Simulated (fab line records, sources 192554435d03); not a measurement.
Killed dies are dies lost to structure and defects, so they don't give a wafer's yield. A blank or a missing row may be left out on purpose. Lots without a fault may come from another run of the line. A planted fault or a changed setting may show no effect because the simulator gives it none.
Problem report in the 8D (eight disciplines) form, filled by code | flow n5_finfet | the parts of the form that need people (team, actions taken, sign-off) are left out

1. THE PROBLEM
cd_nm at N5_HKMG_FIN_CD_MEAS_12 reads a mean of 79.7 nm on 6 wafers of 2 lots; wafers without a fault read 93.0 nm with a standard deviation of 0.62. That is -21 standard deviations from the usual mean.
The step: target cd 92.8 nm.
First seen on wafer L467.3, day 8 20:55, on cd_sem-03. The record holds 27 wafers of 9 lots with a number at this step. Rule for "out", or "out of limits": more than 4 standard deviations from the usual mean. The other wafers with a number count as sound.

2. WHAT IT IS AND WHAT IT IS NOT
question                    | is                     | is not
which readings at this step | cd_nm                  | -
which lots                  | L467, L469             | L448, L449, L459, L461, L468, L470, L471
which wafers of those lots  | all that have a number | -
read on which gauges        | cd_sem-02, cd_sem-03   | cd_sem-01
when                        | from day 8 20:55       | up to then (12 sound wafers); but 9 sound wafers of L468, L470, L471 came after

3. SUSPECTS, AND WHAT RULES EACH OUT
Counting: a tool at a process step up to the reading stays a suspect if it ran every lot that is out and no sound lot after the first of them.
- the gauge at N5_HKMG_FIN_CD_MEAS_12: ruled out. The wafers that are out were read on 2 gauges (cd_sem-02, cd_sem-03).
- ald_metal-04 at N5_HKMG_FIN_ALD_79 (deposits TiN, target thk 1.5 nm, pulse time 1 s, purge time 3 s): kept. It ran every lot that is out, first L467 (day 8 19:01), and no sound lot after that.
- arfi_scanner-02 at N5_HKMG_FIN_EXPOSE_09 (exposes mask NWFM): kept. It ran every lot that is out, first L467 (day 8 20:49), and no sound lot after that; its last sound lot up to then is L461 (day 7 10:05). Its own readings are out on those wafers: exposure_dose_mJ_cm2.
Left after counting: ald_metal-04 at N5_HKMG_FIN_ALD_79, arfi_scanner-02 at N5_HKMG_FIN_EXPOSE_09.

4. THE CAUSE (what the simulator had put in)
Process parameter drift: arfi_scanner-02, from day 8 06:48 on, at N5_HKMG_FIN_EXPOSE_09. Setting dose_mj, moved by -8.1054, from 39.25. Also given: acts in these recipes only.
Counting left 2 suspects, and this tool is among them.

5. THE CHAIN OF EFFECTS, in route order
Each row: a reading whose mean over the struck wafers that have a number lies more than 3 standard deviations from the usual. Only readings for which the record gives a usual standard deviation are gone through. hours: the time from each lot's start at the first step in this table that gives one to its start at this step, as a median over the lots. sigmas: the change in usual standard deviations.
hours | step                    | reading              | usual   | on struck wafers | change | sigmas
0     | N5_HKMG_FIN_EXPOSE_09   | exposure_dose_mJ_cm2 | 39.38   | 31.95            | -7.43  | -35
0     | N5_HKMG_FIN_CD_MEAS_12  | cd_nm                | 93.0 nm | 79.7             | -13.3  | -21
202   | N5_PASSIVATION_PROBE_49 | defect_limited_yield | 91.6 %  | 78.4             | -13.2  | -11
202   | N5_PASSIVATION_PROBE_49 | killed_at_front_end  | 37      | 188              | +151   | +16
202   | N5_PASSIVATION_PROBE_49 | killed_dies          | 99      | 255              | +156   | +10
202   | N5_PASSIVATION_PROBE_49 | sort_bin_5_function  | 4.9 %   | 17.7             | +12.8  | +17
202   | N5_PASSIVATION_PROBE_49 | sort_n_pass          | 1081    | 925              | -156   | -10
202   | N5_PASSIVATION_PROBE_49 | sort_yield_pct       | 91.6 %  | 78.4             | -13.2  | -11
The process steps in it:
- N5_HKMG_FIN_EXPOSE_09: exposes mask NWFM.
- N5_PASSIVATION_PROBE_49
Later measuring or inspecting steps at which every struck wafer that the step has a row for has a number for every such reading, and none has moved that far: N5_BEOL_M4_RC_MEAS_101.

6. WHAT WOULD HAVE CAUGHT IT SOONER
In this record the first reading out of limits at a measuring or inspecting step was taken at day 8 20:55, 14 hours after the fault began at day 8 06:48.
The tool's own readings at N5_HKMG_FIN_EXPOSE_09 were out on every struck wafer that the step has a row for (exposure_dose_mJ_cm2): an alarm limit on them would have fired on the first of those.
Of the lots that are out (2), L469 began N5_HKMG_FIN_EXPOSE_09 on arfi_scanner-02 after day 8 20:55. A hold on the tool at that time would have spared it.
